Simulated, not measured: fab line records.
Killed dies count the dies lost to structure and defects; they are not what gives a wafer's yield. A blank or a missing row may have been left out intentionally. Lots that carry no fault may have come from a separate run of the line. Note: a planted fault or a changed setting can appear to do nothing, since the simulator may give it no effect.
The same fault as seen by 3 desks | flow nandHarc | each desk has only its own numbers; what lay behind them comes last

THE METROLOGY DESK
What the gauges read, lot by lot, whatever tool the lot ran on: means of the sampled wafers that have a number. Any lot whose mean is over 4 standard deviations away from the usual mean is out of limits and marked OUT; that distance is given in the brackets.
Columns: A = thkNm at NHARC_A_ONON_D1_THK_MEAS_05, usual 1001 nm
lot  | first seen here | A
L262 | day 7 18:58     | 992
L263 | day 8 03:13     | 991
L265 | day 8 06:53     | 1009
L266 | day 8 15:43     | 1001
L268 | day 9 01:14     | 969
L269 | day 9 10:41     | 1003
L270 | day 9 15:39     | 1006
L272 | day 9 20:07     | 995
L276 | day 10 15:37    | 1016
L281 | day 12 04:35    | 1164 (+13) OUT
L285 | day 13 04:13    | 981
L283 | day 13 04:13    | 1189 (+14) OUT
L284 | day 13 14:59    | 1006
Finding of this desk: L281, L283 out of limits; the first was L281 at day 12 04:35, on thkNm at NHARC_A_ONON_D1_THK_MEAS_05. In limits: L262, L263, L265, L266, L268, L269, L270, L272, L276, L285, L284.

THE DEFECT DESK
For each lot, the counts of the inspections along the route, averaged over the sampled wafers that have a number. Any lot whose mean is over 4 standard deviations away from the usual mean is out of limits and marked OUT; that distance is given in the brackets.
Columns: A = rawDefectCount at NHARC_A_START_INSPECT_01, usual 3.4
lot  | first seen here | A
L262 | day 6 17:50     | 3.7
L263 | day 7 00:40     | 2.3
L265 | day 7 04:47     | 5.0
L266 | day 7 12:52     | 2.7
L268 | day 8 01:06     | 3.0
L269 | day 8 10:21     | 4.3
L270 | day 8 15:39     | 3.3
L272 | day 8 20:33     | 4.0
L276 | day 9 15:23     | 1.0
L281 | day 11 03:32    | 2.7
L285 | day 12 03:19    | 4.0
L283 | day 12 04:01    | 3.3
L284 | day 12 09:32    | 3.0
This desk found nothing out of limits on any of the 13 lots.

THE TOOL OWNER'S DESK: pecvdOnon-02
The tool's own readings at NHARC_A_ONON_D1_DEP_03 (target thk 1000 nm): means of the sampled wafers that have a number, for each lot that ran on this tool. Any lot whose mean is over 4 standard deviations away from the usual mean is out of limits and marked OUT; that distance is given in the brackets.
Columns: A = sih4FlowSccm at NHARC_A_ONON_D1_DEP_03, usual 210.0 sccm
lot  | first seen here | A
L281 | day 12 04:04    | 210.8
L283 | day 13 03:43    | 209.6
This desk found nothing out of limits on any of the 2 lots.

PUT TOGETHER
An alarm was possible from the metrology desk at day 12 04:35, on L281, L283.
No out-of-limits result turned up at the defect desk.
The tool owner's desk saw nothing out of limits.
The defect desk has L281, L283 on record, within its limits.
Tool owner's desk: L281, L283 on record, inside its limits.
All the named lots went through NHARC_A_ONON_D1_DEP_03 on pecvdOnon-02.

WHAT WAS PUT IN BY THE SIMULATOR
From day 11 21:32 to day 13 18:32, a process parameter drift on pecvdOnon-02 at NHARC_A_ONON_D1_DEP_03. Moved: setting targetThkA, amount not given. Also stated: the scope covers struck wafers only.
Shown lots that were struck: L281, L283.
Delay in hours, fault start to first out-of-limits reading, per desk: metrology desk 7.
